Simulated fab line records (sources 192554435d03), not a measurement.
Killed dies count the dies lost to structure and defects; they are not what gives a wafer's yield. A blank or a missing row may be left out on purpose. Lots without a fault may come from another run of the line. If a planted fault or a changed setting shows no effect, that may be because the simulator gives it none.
Split-lot trial + flow n5-finfet + on a route of 1938 steps: 7 lots, 21 wafers read

THE SPLIT
At N5_BEOL_M9_COAT_59 (time 60 s, resist thk 100 nm), the setting spin-rpm was moved away from the recipe's 1500 rpm on 11 of the 21 wafers read, by -9.0% to +9.5%. This setting was run at the recipe's value on the other wafers.

FROM THE SPLIT TO THE READING: what the file shows between them, 11 steps
- N5_BEOL_M9_COAT_05: resist thk 90 nm (also split here: spin-rpm)
- N5_BEOL_M9_EBR_07
- N5_BEOL_M9_SOFTBAKE_06: time 60 s
- N5_BEOL_M9_EXPOSE_08: exposes mask M9
- N5_BEOL_M9_PEB_09: peb time 60 s
- N5_BEOL_M9_DEVELOP_10: develop time 30 s
- N5_BEOL_M9_DESCUM_16: chemistry O2, time 7.9 s
- N5_BEOL_M9_ETCH_61: etches SiARC in CF4, target depth 39 nm, time 65 s
- N5_BEOL_M9_ETCH_62: etches SOC in N2/H2, target depth 110 nm, overetch 22 nm, time 165 s
- N5_BEOL_M9_STRIP_68: strips in N2/H2
- N5_BEOL_M9_STRIP_67: strips in CF4

THE READING
SOC_of_BEOL_M9_COAT_59.thk-nm (the simulator's own value, which no gauge read), in nm, at N5_BEOL_M9_HM_OPEN_17 (chemistry Cl2/BCl3, target TiN, target depth 20 nm, overetch 6 nm). No usual value for it is given in the file. Across the 10 wafers here that went through the recipe, the average is 91.9 nm and the standard deviation 0.18 nm.

| wafer  | tool, chamber at the split | spin-rpm as run, rpm | against the recipe | SOC_of_BEOL_M9_COAT_59.thk-nm, nm | against lot-mates on the recipe |
|--------|----------------------------|----------------------|--------------------|-----------------------------------|---------------------------------|
| L075.1 | litho-track-05, 0          | 1500                 | recipe             | 92                                | -                               |
| L075.3 | litho-track-05, 0          | 1429                 | -4.7%              | 94.8                              | +2.8                            |
| L075.5 | litho-track-05, 0          | 1429                 | -4.7%              | 94.8                              | +2.8                            |
| L082.1 | litho-track-05, 0          | 1500                 | recipe             | 91.8                              | -                               |
| L082.2 | litho-track-05, 0          | 1500                 | recipe             | 91.6                              | -                               |
| L082.6 | litho-track-05, 0          | 1500                 | recipe             | 92                                | -                               |
| L083.1 | litho-track-05, 0          | 1378                 | -8.1%              | 95.8                              | +4.2                            |
| L083.3 | litho-track-05, 0          | 1500                 | recipe             | 91.6                              | -                               |
| L083.4 | litho-track-05, 0          | 1378                 | -8.1%              | 95.6                              | +4.0                            |
| L087.1 | litho-track-04, 0          | 1500                 | recipe             | 92.2                              | -                               |
| L087.2 | litho-track-04, 0          | 1365                 | -9.0%              | 96.6                              | +4.4                            |
| L087.4 | litho-track-04, 0          | 1365                 | -9.0%              | 97                                | +4.8                            |
| L093.3 | litho-track-05, 0          | 1560                 | +4.0%              | 90                                | -2.0                            |
| L093.5 | litho-track-05, 0          | 1560                 | +4.0%              | 89.8                              | -2.2                            |
| L093.6 | litho-track-05, 0          | 1500                 | recipe             | 92                                | -                               |
| L095.2 | litho-track-02, 0          | 1643                 | +9.5%              | 87.4                              | -4.4                            |
| L095.6 | litho-track-02, 0          | 1643                 | +9.5%              | 87.4                              | -4.4                            |
| L095.4 | litho-track-02, 0          | 1500                 | recipe             | 91.8                              | -                               |
| L096.1 | litho-track-04, 0          | 1500                 | recipe             | 92                                | -                               |
| L096.3 | litho-track-04, 0          | 1500                 | recipe             | 92                                | -                               |
| L096.6 | litho-track-04, 0          | 1601                 | +6.7%              | 89                                | -3.0                            |

THE FIT
A straight line over all 21 wafers: SOC_of_BEOL_M9_COAT_59.thk-nm changes by -0.498 nm for each +1% of spin-rpm; r = -0.99; the points scatter about the line by 0.29 nm.
The same after taking each lot's own level away (the mean of its wafers on the recipe; 21 wafers): -0.495 nm for each +1%; r = -1.00; scatter 0.21 nm.
The reading moves by 4.7 nm for the largest change in spin-rpm, on that fit.
Across the lots, their own levels run from 91.60 to 92.20 nm, a range of 3.3 times the standard deviation given above.
The two slopes agree, so the slope changes little with the lot-to-lot level.
Check: -4.68 nm against its lot-mates is what the line predicts for one of the wafers moved furthest among these (+9.5%) when that wafer is left out of the fit. Against them it came out at -4.4 nm.

OTHER SPLITS APPLIED TO THESE WAFERS
Before the reading, these wafers also passed through other splits. Each is held against what the fit with the lots' levels taken away leaves over:
| other split on the same wafers | wafers away from the commonest value | r with SOC_of_BEOL_M9_COAT_59.thk-nm (lot level and that fit taken away) |
|--------------------------------|--------------------------------------|--------------------------------------------------------------------------|
| N5_BEOL_M9_COAT_05 spin-rpm    | 5                                    | +0.39                                                                    |

THE WHOLE CHAIN: every reading that the file lists as answering this split, in the file's order
| step                  | what it does                                                         | reading                                                                        | change (the file's fit)               | r (the file's) |
|-----------------------|----------------------------------------------------------------------|--------------------------------------------------------------------------------|---------------------------------------|----------------|
| N5_BEOL_M9_COAT_59    | time 60 s, resist thk 100 nm                                         | SOC_of_BEOL_M9_COAT_59.thk-nm (the simulator's own value, which no gauge read) | -0.484 nm for each +1% of the setting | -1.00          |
| N5_BEOL_M9_ETCH_62    | etches SOC in N2/H2, target depth 110 nm, overetch 22 nm, time 165 s | etch.depth-nm (the simulator's own value, which no gauge read)                 | -0.489 nm for each +1% of the setting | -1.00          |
| N5_BEOL_M9_HM_OPEN_17 | chemistry Cl2/BCl3, target TiN, target depth 20 nm, overetch 6 nm    | SOC_of_BEOL_M9_COAT_59.thk-nm (the simulator's own value, which no gauge read) | -0.493 nm for each +1% of the setting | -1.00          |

FILE'S OWN FIT
SOC_of_BEOL_M9_COAT_59.thk-nm changes by -0.493 nm for each +1% of spin-rpm, r = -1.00.
